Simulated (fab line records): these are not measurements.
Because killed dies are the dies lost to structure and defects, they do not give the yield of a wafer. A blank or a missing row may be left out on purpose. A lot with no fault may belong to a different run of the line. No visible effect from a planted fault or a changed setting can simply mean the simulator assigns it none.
Split-lot experiment || flow n5-finfet || 7 lots, 21 wafers read, on a route of 1938 steps

## SPLIT DETAILS
At N5_MOL_CONTACT_COAG_VIA_ETCH_46 (etches SiO2 in C4F6/O2, target depth 46 nm, overetch 9.2 nm, time 40 s), the setting bias-w was moved away from the recipe's 455 W on 4 of the 21 wafers read, by -15.5% to +12.9%. This setting was run at the recipe's value on the other wafers.

The split's own step is where the reading is taken.

## THE READING
rf-vpp-V, in V, at N5_MOL_CONTACT_COAG_VIA_ETCH_46 (etches SiO2 in C4F6/O2, target depth 46 nm, overetch 9.2 nm, time 40 s). Typical for fault-free wafers on this fab line: 1586 V, with standard deviation 37 V.

{"wafer": "L079.1", "tool, chamber at the split": "rie-diel-03, 1", "bias-w as run, W": 455, "against the recipe": "recipe", "rf-vpp-V, V": 1572, "against lot-mates on the recipe": "-"}
{"wafer": "L079.3", "tool, chamber at the split": "rie-diel-03, 0", "bias-w as run, W": 455, "against the recipe": "recipe", "rf-vpp-V, V": 1613, "against lot-mates on the recipe": "-"}
{"wafer": "L079.4", "tool, chamber at the split": "rie-diel-03, 0", "bias-w as run, W": 455, "against the recipe": "recipe", "rf-vpp-V, V": 1614, "against lot-mates on the recipe": "-"}
{"wafer": "L080.2", "tool, chamber at the split": "rie-diel-02, 1", "bias-w as run, W": 455, "against the recipe": "recipe", "rf-vpp-V, V": 1596, "against lot-mates on the recipe": "-"}
{"wafer": "L080.4", "tool, chamber at the split": "rie-diel-02, 3", "bias-w as run, W": 455, "against the recipe": "recipe", "rf-vpp-V, V": 1563, "against lot-mates on the recipe": "-"}
{"wafer": "L080.5", "tool, chamber at the split": "rie-diel-02, 0", "bias-w as run, W": 387.3, "against the recipe": "-14.9%", "rf-vpp-V, V": 1371, "against lot-mates on the recipe": -208}
{"wafer": "L082.1", "tool, chamber at the split": "rie-diel-02, 0", "bias-w as run, W": 455, "against the recipe": "recipe", "rf-vpp-V, V": 1549, "against lot-mates on the recipe": "-"}
{"wafer": "L082.5", "tool, chamber at the split": "rie-diel-02, 0", "bias-w as run, W": 455, "against the recipe": "recipe", "rf-vpp-V, V": 1549, "against lot-mates on the recipe": "-"}
{"wafer": "L082.6", "tool, chamber at the split": "rie-diel-02, 1", "bias-w as run, W": 513.6, "against the recipe": "+12.9%", "rf-vpp-V, V": 1747, "against lot-mates on the recipe": "+198"}
{"wafer": "L083.1", "tool, chamber at the split": "rie-diel-02, 1", "bias-w as run, W": 455, "against the recipe": "recipe", "rf-vpp-V, V": 1595, "against lot-mates on the recipe": "-"}
{"wafer": "L083.3", "tool, chamber at the split": "rie-diel-02, 0", "bias-w as run, W": 455, "against the recipe": "recipe", "rf-vpp-V, V": 1548, "against lot-mates on the recipe": "-"}
{"wafer": "L083.5", "tool, chamber at the split": "rie-diel-02, 0", "bias-w as run, W": 455, "against the recipe": "recipe", "rf-vpp-V, V": 1548, "against lot-mates on the recipe": "-"}
{"wafer": "L092.2", "tool, chamber at the split": "rie-diel-02, 2", "bias-w as run, W": 455, "against the recipe": "recipe", "rf-vpp-V, V": 1565, "against lot-mates on the recipe": "-"}
{"wafer": "L092.4", "tool, chamber at the split": "rie-diel-02, 0", "bias-w as run, W": 455, "against the recipe": "recipe", "rf-vpp-V, V": 1549, "against lot-mates on the recipe": "-"}
{"wafer": "L092.5", "tool, chamber at the split": "rie-diel-02, 2", "bias-w as run, W": 455, "against the recipe": "recipe", "rf-vpp-V, V": 1563, "against lot-mates on the recipe": "-"}
{"wafer": "L094.3", "tool, chamber at the split": "rie-diel-03, 2", "bias-w as run, W": 455, "against the recipe": "recipe", "rf-vpp-V, V": 1595, "against lot-mates on the recipe": "-"}
{"wafer": "L094.4", "tool, chamber at the split": "rie-diel-03, 0", "bias-w as run, W": 384.4, "against the recipe": "-15.5%", "rf-vpp-V, V": 1418, "against lot-mates on the recipe": -177}
{"wafer": "L094.6", "tool, chamber at the split": "rie-diel-03, 2", "bias-w as run, W": 384.4, "against the recipe": "-15.5%", "rf-vpp-V, V": 1405, "against lot-mates on the recipe": -190}
{"wafer": "L096.1", "tool, chamber at the split": "rie-diel-03, 2", "bias-w as run, W": 455, "against the recipe": "recipe", "rf-vpp-V, V": 1592, "against lot-mates on the recipe": "-"}
{"wafer": "L096.4", "tool, chamber at the split": "rie-diel-03, 1", "bias-w as run, W": 455, "against the recipe": "recipe", "rf-vpp-V, V": 1569, "against lot-mates on the recipe": "-"}
{"wafer": "L096.6", "tool, chamber at the split": "rie-diel-03, 2", "bias-w as run, W": 455, "against the recipe": "recipe", "rf-vpp-V, V": 1593, "against lot-mates on the recipe": "-"}

THE FIT
A straight line over all 21 wafers: rf-vpp-V changes by +11.9 V for each +1% of bias-w; r = +0.96; the points scatter about the line by 24 V.
The same after taking each lot's own level away (the mean of its wafers on the recipe; 21 wafers): +13.2 V for each +1%; r = +0.98; scatter 17 V.
According to that fit, moving bias-w by its largest amount changes the reading by 2e+02 V.
Across the lots, their own levels run from 1549.0 to 1599.7 V, a range of 1.4 times the standard deviation given above.
The two slopes are in agreement: the lot-to-lot level therefore moves the slope only a little.
Check: -211 V against its lot-mates is what the line predicts for one of the wafers moved furthest among these (-15.5%) when that wafer is left out of the fit. Against them it came out at -177 V.
Tool readings at the split's step, against how far the setting was moved: rf-vpp-V r = +0.96.

## THESE WAFERS: OTHER SPLITS
Other splits were also applied to these wafers ahead of the reading. Each is held against what the fit with the lots' levels taken away leaves over:
{"other split on the same wafers": "N5_HKMG_FIN_DEVELOP_48 develop-time-s", "wafers away from the commonest value": 6, "r with rf-vpp-V (lot level and that fit taken away)": "+0.02"}
{"other split on the same wafers": "N5_MOL_CONTACT_COAG_COAT_58 spin-rpm", "wafers away from the commonest value": 5, "r with rf-vpp-V (lot level and that fit taken away)": -0.20}
{"other split on the same wafers": "N5_MOL_CONTACT_COAG_COAT_02 spin-rpm", "wafers away from the commonest value": 5, "r with rf-vpp-V (lot level and that fit taken away)": -0.02}

## FILE'S OWN FIT
rf-vpp-V changes by +13.5 V for each +1% of bias-w, r = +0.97.
